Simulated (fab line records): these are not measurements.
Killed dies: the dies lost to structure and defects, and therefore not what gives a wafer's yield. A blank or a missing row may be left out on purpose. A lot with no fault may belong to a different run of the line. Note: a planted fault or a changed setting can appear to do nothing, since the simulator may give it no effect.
fab line records    flow n5_finfet
record: lots: 7  wafers: 19  last_day: 18
route steps=1938 shown BEOL_M3@1001 BEOL_M4@1111 PASSIVATION@1936
lots that met no fault: from a run of the same line without faults
start_h: the number of hours between the record's first day and the start of the first shown wafer of the lot    wait_h: hours from the lot's prior step to this one    " unchanged from the row above    L1.1+2: one row covering several wafers at once    - value missing, or start not given    * or withheld: withheld    < > ~ a bound
route shown NAME@n: NAME is a module with steps in the file, n the number in the route of the first one    usual: mean and standard deviation over wafers with no fault    same: alike in all rows    chamber/n: place in a boat    sites: per-site readings    _std_site: their standard deviation    _edge_site: mean of outer sites minus mean of inner sites    radius_mm: for every site, how far away it sits from the centre of the wafer    mask NAME#n: copy n    behind: tool/chamber where the wafer was last shaped    hold: the reason the lot was held/the length of the hold in hours/how it ended    device: which transistor (n, p or np) failed to switch    end of line: the same wafers' tests at the end of the route    a step given without rows: its recipe and nothing more    killed: at the first sort, the dies lost to defects and structure; wafer yield is something else    map: shows each die of a wafer: x if killed, . if not, _ if none is there
set.NAME: the setting the step ran with; set.NAME@STEP: the setting that earlier step ran with    model.NAME: the simulator's own value behind a step, which no gauge read
lots at selected steps of the route; one table per step, one row per wafer
services: a tool's chamber out of use, with start hour (start_h, from the record's first day; less than 0 if before it), hours out, and reason
== steps ==
step: N5_BEOL_M3_ANNEAL_87
recipe: temp_c: 400  time_s: 240  ambient: vacuum
usual: heater_power_w: 826/110  susceptor_temp_C_max: 400.9/0.37
lot.wafer  tool            chamber  start_h  wait_h  heater_power_w  susceptor_temp_C_max
L864.2     pvd_sputter-02  -        150.34   0.0     791             401.2
L864.4     "               -        "        "       731             400.6
L864.5     "               -        "        "       1057            400.8
L867.2     pvd_sputter-02  -        181.09   0.0     1073            401.1
L867.4     "               -        "        "       772             401.8
L867.5     "               -        "        "       732             400.5
L877.1     pvd_sputter-03  -        239.61   0.0     967             400.7
L877.4     "               -        "        "       867             400.6
L877.6     "               -        "        "       862             400.9
L881.1     pvd_sputter-01  -        257.24   0.0     914             401.1
L881.2     "               -        "        "       777             400.7
L881.5     "               -        "        "       907             400.9
L883.1     pvd_sputter-03  -        270.10   0.0     941             400.4
L883.2     "               -        "        "       871             400.6
L886.2     pvd_sputter-02  -        290.57   0.0     1075            400.5
L886.4     "               -        "        "       757             401.4
L887.4     pvd_sputter-02  -        306.01   0.0     792             401.7
L887.5     "               -        "        "       805             400.8
L887.6     "               -        "        "       763             401.4
step: N5_BEOL_M3_SPUTTER_88
recipe: material: Cu  target_thk_a: 45  temp_c: -20  chamber_pressure_pa: 0.07  power_w: withheld  time_s: 8.29
step: N5_BEOL_M3_ANNEAL_89
recipe: temp_c: 400  time_s: 240  ambient: vacuum
step: N5_BEOL_M3_SPUTTER_90
recipe: material: Cu  target_thk_a: 45  temp_c: -20  chamber_pressure_pa: 0.07  power_w: withheld  time_s: 8.29
usual: chamber_pressure_pa: 0.06999/0.00014  throttle_valve_pct: 30.4/1.3
lot.wafer  tool            chamber  start_h  wait_h  chamber_pressure_pa  throttle_valve_pct
L864.2     pvd_sputter-02  -        150.70   0.1     0.06994              30.1
L864.4     "               -        "        "       0.07                 31.1
L864.5     "               -        "        "       0.06982              30.8
L867.2     pvd_sputter-02  -        181.45   0.1     0.07005              30.8
L867.4     "               -        "        "       0.06979              29.1
L867.5     "               -        "        "       0.06971              31.1
L877.1     pvd_sputter-03  -        239.97   0.1     0.06998              28.8
L877.4     "               -        "        "       0.06993              32.4
L877.6     "               -        "        "       0.06979              32.4
L881.1     pvd_sputter-01  -        257.60   0.1     0.07                 31.4
L881.2     "               -        "        "       0.07015              32.0
L881.5     "               -        "        "       0.07                 31.3
L883.1     pvd_sputter-03  -        270.46   0.1     0.07005              28.9
L883.2     "               -        "        "       0.07011              32.0
L886.2     pvd_sputter-02  -        290.93   0.1     0.07014              30.7
L886.4     "               -        "        "       0.07015              29.0
L887.4     pvd_sputter-02  -        306.41   0.1     0.06999              30.2
L887.5     "               -        "        "       0.07003              30.0
L887.6     "               -        "        "       0.07023              29.0
step: N5_BEOL_M3_ANNEAL_91
recipe: temp_c: 400  time_s: 240  ambient: vacuum
usual: heater_power_w: 824/110  susceptor_temp_C_max: 400.9/0.36
lot.wafer  tool            chamber  start_h  wait_h  heater_power_w  susceptor_temp_C_max
L864.2     pvd_sputter-02  -        150.78   0.0     774             401.6
L864.4     "               -        "        "       719             400.7
L864.5     "               -        "        "       1089            400.7
L867.2     pvd_sputter-02  -        181.53   0.0     1076            400.3
L867.4     "               -        "        "       771             401.7
L867.5     "               -        "        "       724             400.9
L877.1     pvd_sputter-03  -        240.05   0.0     978             400.3
L877.4     "               -        "        "       877             400.9
L877.6     "               -        "        "       874             401.1
L881.1     pvd_sputter-01  -        257.68   0.0     933             400.8
L881.2     "               -        "        "       812             400.8
L881.5     "               -        "        "       904             400.8
L883.1     pvd_sputter-03  -        270.54   0.0     931             400.2
L883.2     "               -        "        "       879             400.9
L886.2     pvd_sputter-02  -        291.01   0.0     1061            401.0
L886.4     "               -        "        "       760             401.5
L887.4     pvd_sputter-02  -        306.50   0.0     768             401.2
L887.5     "               -        "        "       790             401.3
L887.6     "               -        "        "       741             400.7
step: N5_BEOL_M3_SPUTTER_92
recipe: material: Cu  target_thk_a: 45  temp_c: -20  chamber_pressure_pa: 0.07  power_w: withheld  time_s: 8.29
usual: chamber_pressure_pa: 0.07/0.00013  throttle_valve_pct: 30.3/1.3
lot.wafer  tool            chamber  start_h  wait_h  chamber_pressure_pa  throttle_valve_pct
L864.2     pvd_sputter-02  -        150.92   0.1     0.07012              30.1
L864.4     "               -        "        "       0.07005              30.8
L864.5     "               -        "        "       0.07004              30.6
L867.2     pvd_sputter-02  -        181.67   0.1     0.06992              30.9
L867.4     "               -        "        "       0.07007              29.0
L867.5     "               -        "        "       0.06994              30.6
L877.1     pvd_sputter-03  -        240.19   0.1     0.06972              28.9
L877.4     "               -        "        "       0.06991              32.2
L877.6     "               -        "        "       0.07006              31.9
L881.1     pvd_sputter-01  -        257.82   0.1     0.07004              31.4
L881.2     "               -        "        "       0.06991              32.1
L881.5     "               -        "        "       0.06995              31.2
L883.1     pvd_sputter-03  -        270.68   0.1     0.06975              28.9
L883.2     "               -        "        "       0.06991              32.5
L886.2     pvd_sputter-02  -        291.15   0.1     0.0699               30.6
L886.4     "               -        "        "       0.07008              29.1
L887.4     pvd_sputter-02  -        306.66   0.1     0.07008              29.9
L887.5     "               -        "        "       0.07024              30.4
L887.6     "               -        "        "       0.06998              29.0
step: N5_BEOL_M3_ANNEAL_93
recipe: temp_c: 400  time_s: 240  ambient: vacuum
step: N5_BEOL_M3_SPUTTER_94
recipe: material: Cu  target_thk_a: 45  temp_c: -20  chamber_pressure_pa: 0.07  power_w: withheld  time_s: 8.29
step: N5_BEOL_M3_ANNEAL_95
recipe: temp_c: 400  time_s: 240  ambient: vacuum
step: N5_BEOL_M3_SPUTTER_96
recipe: material: Cu  target_thk_a: 45  temp_c: -20  chamber_pressure_pa: 0.07  power_w: withheld  time_s: 8.29
step: N5_BEOL_M3_ECD_50
recipe: material: Cu  target_thk_a: 3000
step: N5_BEOL_M3_ANNEAL_51
recipe: temp_c: 225  time_s: 90  ambient: N2
usual: wafer_temp_C_max: 225.68/0.22
lot.wafer  tool           chamber  start_h  wait_h  wafer_temp_C_max
L864.2     rtp_anneal-01  0        152.74   1.2     225.88
L864.4     "              0        "        "       225.76
L864.5     "              0        "        "       225.62
L867.2     rtp_anneal-01  0        184.88   2.6     225.49
L867.4     "              0        "        "       225.54
L867.5     "              0        "        "       225.53
L877.1     rtp_anneal-01  0        240.82   0.1     225.34
L877.4     "              0        "        "       225.59
L877.6     "              0        "        "       225.73
L881.1     rtp_anneal-01  0        258.46   0.1     225.51
L881.2     "              0        "        "       225.46
L881.5     "              0        "        "       225.89
L883.1     rtp_anneal-02  0        271.31   0.1     225.78
L883.2     "              0        "        "       225.91
L886.2     rtp_anneal-02  0        291.83   0.1     225.49
L886.4     "              0        "        "       225.64
L887.4     rtp_anneal-01  0        307.49   0.2     225.46
L887.5     "              0        "        "       225.62
L887.6     "              0        "        "       225.41
step: N5_BEOL_M3_CMP_52
recipe: stop_on: SiOC  t_overpolish_s: 6.8  down_force_psi: 1  platen_rpm: 50  clearing_platen_down_force_psi: 1.5  clearing_platen_rpm: 50  post_cmp_clean: cu_alkaline  target_thk_nm: 40  clearing_platen_pad_velocity_m_s: 0.99484  pad_velocity_m_s: 0.99484
usual: barrier_field_endpoint_s: 24.6/0.64  motor_current_A: 6.1/0.62  overpolish_run_s: 6.800/0.0094  time_to_endpoint_s: 63/3.7
lot.wafer  tool    chamber  start_h  wait_h  barrier_field_endpoint_s  motor_current_A  overpolish_run_s  time_to_endpoint_s  model.SiOC_of_BEOL_M3_ILD_DEP_00.thk_nm
L864.2     cmp-02  1        153.03   0.2     24.5                      5.7              6.794             61                  76.6
L864.4     "       2        "        "       25.6                      7.2              6.815             62                  76
L864.5     "       0        "        "       24.3                      6.3              6.800             57                  77.4
L867.4     cmp-04  1        185.14   0.1     25.4                      5.6              6.794             66                  76.2
L867.2     "       2        "        "       25.5                      5.2              6.810             68                  75.2
L867.5     "       2        "        "       25.5                      5.0              6.793             66                  75.6
L877.4     cmp-02  1        241.25   0.2     24.3                      5.5              6.800             63                  76.4
L877.1     "       2        "        "       24.6                      7.4              6.787             64                  76.8
L877.6     "       0        "        "       23.1                      6.5              6.794             58                  77.4
L881.2     cmp-04  2        258.75   0.2     14.2                      5.1              6.803             39                  74
L881.1     "       1        "        "       25.5                      5.5              6.802             65                  75.6
L881.5     "       2        "        "       25.8                      5.1              6.802             70                  77.6
L883.1     cmp-04  2        271.69   0.3     24.3                      5.1              6.795             66                  74.6
L883.2     "       3        "        "       13.4                      5.7              6.805             32                  71.6
L886.4     cmp-04  0        292.09   0.1     24.5                      6.6              6.812             59                  75.8
L886.2     "       2        "        "       13.6                      5.4              6.786             37                  74
L887.4     cmp-02  0        307.69   0.2     24.0                      6.0              6.801             58                  77
L887.5     "       3        "        "       25.5                      5.9              6.807             64                  77.2
L887.6     "       0        "        "       24.6                      6.2              6.809             61                  75.2
step: N5_BEOL_M4_RC_MEAS_101
usual: DIBL_N: 35.7/1.5  DIBL_P: 35.7/2  IOFF_N: 0.155/0.026  IOFF_P: 0.20/0.031  ION_N: 675/11  ION_P: 462/7.1  SS_N: 71.3/0.57  SS_P: 73.1/0.56  VT_N: 250/3  VT_P: -251/3
lot.wafer  tool       chamber  start_h  wait_h  DIBL_N[mV/V]  DIBL_P[mV/V]  IOFF_N[nA/um]  IOFF_P[nA/um]  ION_N[uA/um]  ION_P[uA/um]  SS_N[mV/dec]  SS_P[mV/dec]  VT_N[mV]  VT_P[mV]
L864.2     prober-02  0        176.03   0.2     33.2          32.0          0.120          0.15           678           471           70.4          72.1          253       -254
L864.4     "          0        "        "       35.7          35.7          0.157          0.21           682           466           71.2          73.1          248       -250
L864.5     "          0        "        "       37.4          36.9          0.186          0.23           676           468           71.4          73.7          246       -249
L867.2     prober-01  0        195.33   0.2     37.9          37.7          0.196          0.27           697           470           72.5          73.8          247       -247
L867.4     "          0        "        "       36.5          35.2          0.153          0.23           669           464           72.6          73.1          251       -247
L867.5     "          0        "        "       33.7          32.2          0.122          0.18           665           457           70.8          72.2          251       -252
L877.1     prober-02  0        255.81   0.0     37.1          37.3          0.178          0.22           680           463           71.2          72.8          250       -251
L877.4     "          0        "        "       37.3          36.9          0.163          0.21           667           460           72.1          73.0          251       -252
L877.6     "          0        "        "       37.5          37.2          0.184          0.21           684           460           71.9          73.3          248       -253
L881.1     prober-01  0        267.55   0.0     35.5          36.5          0.166          0.21           687           470           71.1          73.8          247       -251
L881.2     "          0        "        "       35.3          35.9          0.150          0.20           666           460           71.5          72.9          248       -250
L881.5     "          0        "        "       35.6          37.2          0.169          0.22           693           479           70.9          72.7          243       -249
L883.1     prober-01  0        286.03   0.0     35.8          33.9          0.141          0.20           677           461           71.3          72.9          253       -251
L883.2     "          0        "        "       35.6          34.8          0.132          0.22           675           476           71.3          73.2          254       -248
L886.2     prober-01  0        311.70   0.2     36.3          38.2          0.163          0.20           676           463           71.2          73.6          248       -250
L886.4     "          0        "        "       36.4          38.7          0.166          0.21           689           468           71.1          73.5          246       -253
L887.4     prober-02  0        320.53   0.5     37.1          38.4          0.175          0.22           669           457           71.6          73.4          249       -252
L887.5     "          0        "        "       35.9          37.9          0.164          0.20           681           462           71.2          73.8          250       -252
L887.6     "          0        "        "       38.2          40.2          0.214          0.26           680           464           72.1          74.0          244       -248
step: N5_PASSIVATION_PROBE_49
usual: defect_limited_yield: 91.4/1.5  killed_at_M0_to_M3: 34/10  killed_at_M4_up: 15/6  killed_at_contacts: 12/6  killed_at_front_end: 37/11  killed_at_other: 3.3/2.8  killed_dies: 101/18  killed_open: 66/14  killed_short: 33/7.8  sort_bin_5_function: 5.0/0.97  sort_bin_6_memory: 3.2/0.72  sort_bin_8_speed: 0.00/0.01  sort_n_pass: 1079/18  sort_yield_pct: 91.4/1.5
same: gross_dies: 1180  killed_at_back_side: 0  sort_bin_4_leakage[%]: 0
lot.wafer  tool       chamber  start_h  wait_h  defect_limited_yield[%]  killed_at_M0_to_M3  killed_at_M4_up  killed_at_contacts  killed_at_front_end  killed_at_other  killed_dies  killed_open  killed_short  sort_bin_5_function[%]  sort_bin_6_memory[%]  sort_bin_8_speed[%]  sort_n_pass  sort_yield_pct[%]
L864.2     prober-02  -        288.34   0.1     92.3                     21                  12               14                  32                   12               91           58           31            4.6                     2.8                   0                    1089         92.3
L864.4     prober-02  -        288.44   0.2     92.8                     34                  13               4                   31                   3                85           54           29            5.4                     1.7                   0                    1095         92.8
L864.5     prober-02  -        288.49   0.2     93.1                     24                  15               4                   33                   6                82           57           25            4.6                     2.1                   0                    1098         93.1
L867.2     prober-02  -        309.59   0.1     89.9                     42                  13               12                  49                   3                119          80           37            5.8                     4.2                   0.08                 1061         89.9
L867.4     prober-02  -        309.69   0.2     89.8                     45                  11               23                  38                   3                120          84           35            6.2                     3.6                   0                    1060         89.8
L867.5     prober-02  -        309.74   0.2     91.9                     41                  16               10                  24                   4                95           60           34            4.2                     3.5                   0                    1085         91.9
L877.1     prober-01  -        363.85   0.0     91.4                     23                  7                16                  55                   0                101          71           27            5.3                     2.8                   0                    1079         91.4
L877.4     prober-01  -        364.00   0.2     90.8                     35                  9                23                  41                   0                108          80           28            6.0                     2.9                   0                    1072         90.8
L877.6     prober-01  -        364.10   0.3     90.3                     27                  19               20                  48                   0                114          76           35            6.3                     3.1                   0                    1066         90.3
L883.1     prober-02  -        385.86   0.0     91.0                     30                  5                16                  50                   5                106          66           38            5.0                     3.3                   0                    1074         91.0
L883.2     prober-02  -        385.91   0.1     91.6                     35                  12               14                  35                   3                99           67           31            4.3                     3.8                   0                    1081         91.6
L881.1     prober-02  -        387.64   0.0     90.1                     31                  21               19                  44                   2                117          86           28            5.5                     4.2                   0                    1063         90.1
L881.2     prober-02  -        387.69   0.1     91.9                     18                  18               10                  46                   4                96           60           35            3.7                     4.2                   0                    1084         91.9
L881.5     prober-02  -        387.84   0.2     92.2                     13                  19               12                  46                   2                92           66           23            5.2                     2.5                   0                    1088         92.2
L886.2     prober-02  -        425.55   0.1     91.0                     37                  13               7                   43                   6                106          66           29            4.7                     3.1                   0                    1074         91.0
L886.4     prober-02  -        425.65   0.2     91.3                     34                  14               4                   46                   5                103          61           40            4.9                     3.7                   0                    1077         91.3
L887.4     prober-01  -        430.10   0.2     90.5                     20                  12               15                  61                   4                112          77           26            5.6                     3.1                   0                    1068         90.5
L887.5     prober-01  -        430.15   0.2     90.7                     29                  17               17                  44                   3                110          66           41            5.0                     4.2                   0                    1070         90.7
L887.6     prober-01  -        430.20   0.3     91.9                     17                  22               15                  38                   3                95           62           32            4.5                     3.1                   0                    1085         91.9
killed by level:class
L864.2 FIN_SAQP:geometric_particle:short=11 MOL_CONTACT_COAG:geometric_particle:open=11 BEOL_M6:geometric_particle:open=5 FIN_SAQP:geometric_particle:open=4 BEOL_M0_SAQP:geometric_particle:short=4 BEOL_M0_SAQP:geometric_particle:open=4 BEOL_M3:geometric_particle:open=4 PASS1_CAP:geometric_particle:short=4
L864.4 BEOL_M0_SAQP:geometric_particle:open=13 BEOL_M0_SAQP:geometric_particle:short=8 STARTING-WAFER:geometric_particle:open=6 GATE_CUT:geometric_particle:open=5 STARTING-WAFER:geometric_particle:short=5 BEOL_M4:geometric_particle:open=5 BEOL_M3:geometric_particle:open=4 FIN_SAQP:geometric_particle:short=3
L864.5 BEOL_M4:geometric_particle:open=12 BEOL_M0_SAQP:geometric_particle:open=8 FIN_SAQP:geometric_particle:open=7 FIN_SAQP:geometric_particle:short=6 BEOL_M0_SAQP:geometric_particle:short=5 BEOL_M1:geometric_particle:open=5 ILD0:geometric_particle:short=4 MOL_CONTACT_COAG:geometric_particle:open=4
L867.2 STI_FIN_REVEAL:geometric_particle:open=17 MOL_CONTACT_COAG:geometric_particle:open=10 BEOL_M2:geometric_particle:open=9 BEOL_M0_SAQP:geometric_particle:short=8 BEOL_M3:geometric_particle:open=8 BEOL_M4:geometric_particle:open=8 STI_FIN_REVEAL:geometric_particle:short=7 GATE_CUT:geometric_particle:short=7
L867.4 MOL_CONTACT_COAG:geometric_particle:open=19 BEOL_M2:geometric_particle:open=13 STI_FIN_REVEAL:geometric_particle:open=8 BEOL_M1:geometric_particle:open=8 BEOL_M0_SAQP:geometric_particle:open=7 GATE_CUT:geometric_particle:short=6 FIN_SAQP:geometric_particle:open=5 BEOL_M0_SAQP:geometric_particle:short=5
L867.5 BEOL_M0_SAQP:geometric_particle:open=11 MOL_CONTACT_COAG:geometric_particle:open=8 BEOL_M3:geometric_particle:open=7 GATE_CUT:geometric_particle:short=6 BEOL_M4:geometric_particle:open=6 BEOL_M0_SAQP:geometric_particle:short=5 BEOL_M1:geometric_particle:open=5 BEOL_M2:geometric_particle:short=5
L877.1 STI_FIN_REVEAL:geometric_particle:open=14 MOL_CONTACT_COAG:geometric_particle:open=14 FIN_SAQP:geometric_particle:open=9 BEOL_M3:geometric_particle:open=8 FIN_SAQP:geometric_particle:short=7 GATE_CUT:geometric_particle:short=5 BEOL_M0_SAQP:geometric_particle:short=5 DUMMY_GATE:geometric_particle:open=4
L877.4 MOL_CONTACT_COAG:geometric_particle:open=17 BEOL_M2:geometric_particle:open=14 STI_FIN_REVEAL:geometric_particle:open=12 BEOL_M3:geometric_particle:open=8 FIN_SAQP:geometric_particle:open=6 GATE_CUT:geometric_particle:short=6 MOL_CONTACT_COAG:geometric_particle:short=6 GATE_CUT:geometric_particle:open=5
L877.6 FIN_SAQP:geometric_particle:short=14 MOL_CONTACT_COAG:geometric_particle:open=14 STI_FIN_REVEAL:geometric_particle:open=12 FIN_SAQP:geometric_particle:open=10 BEOL_M0_SAQP:geometric_particle:open=8 MOL_CONTACT_COAG:geometric_particle:short=6 BEOL_M1:geometric_particle:open=5 BEOL_M4:geometric_particle:open=5
L883.1 FIN_SAQP:geometric_particle:open=14 MOL_CONTACT_COAG:geometric_particle:open=13 BEOL_M0_SAQP:geometric_particle:short=8 BEOL_M3:geometric_particle:open=7 BEOL_M0_SAQP:geometric_particle:open=6 FIN_SAQP:geometric_particle:short=5 STI_FIN_REVEAL:geometric_particle:open=5 GATE_CUT:geometric_particle:short=5
L883.2 FIN_SAQP:geometric_particle:open=11 MOL_CONTACT_COAG:geometric_particle:open=11 BEOL_M0_SAQP:geometric_particle:short=10 BEOL_M3:geometric_particle:open=9 GATE_CUT:geometric_particle:short=8 BEOL_M4:geometric_particle:open=8 DUMMY_GATE:geometric_particle:open=6 BEOL_M0_SAQP:geometric_particle:open=6
L881.1 STI_FIN_REVEAL:geometric_particle:open=21 MOL_CONTACT_COAG:geometric_particle:open=16 BEOL_M4:geometric_particle:open=13 BEOL_M2:geometric_particle:open=10 BEOL_M3:geometric_particle:open=6 FIN_SAQP:geometric_particle:short=5 BEOL_M0_SAQP:geometric_particle:open=5 STI_FIN_REVEAL:geometric_particle:short=4
L881.2 STI_FIN_REVEAL:geometric_particle:open=17 MOL_CONTACT_COAG:geometric_particle:open=7 FIN_SAQP:geometric_particle:open=5 FIN_SAQP:geometric_particle:short=5 BEOL_M0_SAQP:geometric_particle:open=5 BEOL_M0_SAQP:geometric_particle:short=5 BEOL_M4:geometric_particle:open=5 BEOL_M6:geometric_particle:open=4
L881.5 FIN_SAQP:geometric_particle:open=16 MOL_CONTACT_COAG:geometric_particle:open=11 BEOL_M4:geometric_particle:open=9 STI_FIN_REVEAL:geometric_particle:open=8 BEOL_M0_SAQP:geometric_particle:short=5 STARTING-WAFER:geometric_particle:open=5 BEOL_M1:geometric_particle:open=4 BEOL_M4:geometric_particle:short=4
L886.2 BEOL_M3:geometric_particle:open=12 HKMG_FIN:area_etch=11 BEOL_M0_SAQP:geometric_particle:open=8 FIN_SAQP:geometric_particle:short=7 BEOL_M1:geometric_particle:open=6 FIN_SAQP:geometric_particle:open=5 BEOL_M2:geometric_particle:open=5 BEOL_M4:geometric_particle:open=5
L886.4 FIN_SAQP:geometric_particle:short=14 BEOL_M0_SAQP:geometric_particle:short=13 FIN_SAQP:geometric_particle:open=10 BEOL_M0_SAQP:geometric_particle:open=8 DUMMY_GATE:geometric_particle:open=6 BEOL_M6:geometric_particle:open=5 STI_FIN_REVEAL:geometric_particle:open=4 BEOL_M2:geometric_particle:open=4
L887.4 STI_FIN_REVEAL:geometric_particle:open=20 MOL_CONTACT_COAG:geometric_particle:open=11 FIN_SAQP:geometric_particle:open=10 HKMG_FIN:area_etch=7 BEOL_M4:geometric_particle:open=6 GATE_CUT:geometric_particle:short=5 BEOL_M1:geometric_particle:open=5 FIN_SAQP:geometric_particle:short=4
L887.5 MOL_CONTACT_COAG:geometric_particle:open=16 FIN_SAQP:geometric_particle:short=11 FIN_SAQP:geometric_particle:open=10 BEOL_M3:geometric_particle:open=7 GATE_CUT:geometric_particle:open=5 GATE_CUT:geometric_particle:short=5 BEOL_M2:geometric_particle:open=5 BEOL_M0_SAQP:geometric_particle:short=4
L887.6 BEOL_M4:geometric_particle:open=11 FIN_SAQP:geometric_particle:open=10 MOL_CONTACT_COAG:geometric_particle:open=9 GATE_CUT:geometric_particle:short=8 MOL_CONTACT_COAG:geometric_particle:short=6 BEOL_M3:geometric_particle:open=5 FIN_SAQP:geometric_particle:short=4 BEOL_M2:geometric_particle:open=4
== services ==
tool            chamber  start_h  hours  kind
pvd_sputter-03  -        144.93   4.2    repair
cmp-04          -        153.99   1.2    repair
cmp-04          -        158.51   4.0    pm
cmp-04          -        162.51   -      consumable_replace:conditioner
cmp-04          -        162.51   -      consumable_replace:pad
cmp-04          -        162.88   7.6    repair
pvd_sputter-03  -        178.36   1.0    repair
cmp-02          -        183.37   4.0    pm
cmp-02          -        187.37   -      consumable_replace:conditioner
cmp-02          -        187.37   -      consumable_replace:pad
cmp-02          -        223.26   4.3    pm
cmp-02          -        227.88   1.6    repair
cmp-04          -        236.65   5.7    pm
cmp-04          -        275.29   2.0    repair
== key ==
first_sign: step: N5_BEOL_M3_CMP_52  reading: barrier_field_endpoint_s  direction: down  sigmas: 17  usual: 24.6  struck: 13.8
effect: step: N5_BEOL_M3_CMP_52  reading: time_to_endpoint_s  direction: down  sigmas: 7.3  usual: *  struck: *
model_effect: step: N5_BEOL_M3_CMP_52  value: SiOC_of_BEOL_M3_ILD_DEP_00.thk_nm  without: 75.6  struck: 73.2
met_at N5_BEOL_M3_CMP_52
struck_wafers L881.2,L883.2,L886.2
baseline_loss: step: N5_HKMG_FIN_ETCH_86  wafers: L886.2
onset_between 185.14 258.75
fault: kind: process_parameter_drift  tool: cmp-04  chamber: -  onset_h: 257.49  steps: N5_BEOL_M3_CMP_52  channel: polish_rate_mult  offset: 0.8  shape: step  end_h: 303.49  scope: struck_wafers_only
baseline_loss: these wafers lose ten dies or more at that step, a loss of the line's own and not of a fault; the sort's usual values leave them out
